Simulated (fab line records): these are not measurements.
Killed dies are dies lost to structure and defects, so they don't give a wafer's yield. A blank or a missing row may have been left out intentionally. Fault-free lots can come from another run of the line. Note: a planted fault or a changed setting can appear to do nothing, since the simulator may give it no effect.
Chamber matching	flow n5Finfet	4 sister chambers for N5_BEOL_M13_CMP_49 on cmp-01
The step polishes, stops on SiOC, t overpolish 17.1 s, target thk 420 nm. 4 wafers are shown with their chamber, then 7 later ones without.

WAFERS, EACH WITH ITS CHAMBER
wafer	chamber	motorCurrentA (A)
L891.6	2	6.6
L894.1	0	7.3
L898.3	1	4.9
L898.5	3	5.3

WAFERS WHOSE CHAMBER IS MISSING
wafer	motorCurrentA (A)
L898.6	7.4
L902.1	7.2
L902.5	7.2
L902.6	5.0
L903.1	5.0
L903.2	4.8
L903.3	7.2

CHAMBER TAKEN BY EACH
wafer	from the rows above	in truth
L898.6	0	0
L902.1	0	0
L902.5	0	0
L902.6	1	1
L903.1	1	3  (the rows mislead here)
L903.2	1	1
L903.3	0	0
Correct placement for 6 of the 7. Number that these rows cannot place: 0. 1 placed wrongly.
How it was worked out, from the rows above alone: a wafer's distance from a chamber is the root of the sum, over the readings, of the square of ((its reading less the chamber's mean) divided by the reading's scatter). If the next closest chamber is less than 2 further off than the closest, the wafer can't be placed; otherwise it belongs to the closest. For every chamber, the mean is computed from those of its wafers that are shown. The scatter: with one shown wafer a chamber, the root of the mean of the squares of how far each hidden wafer lies from its nearest shown one.
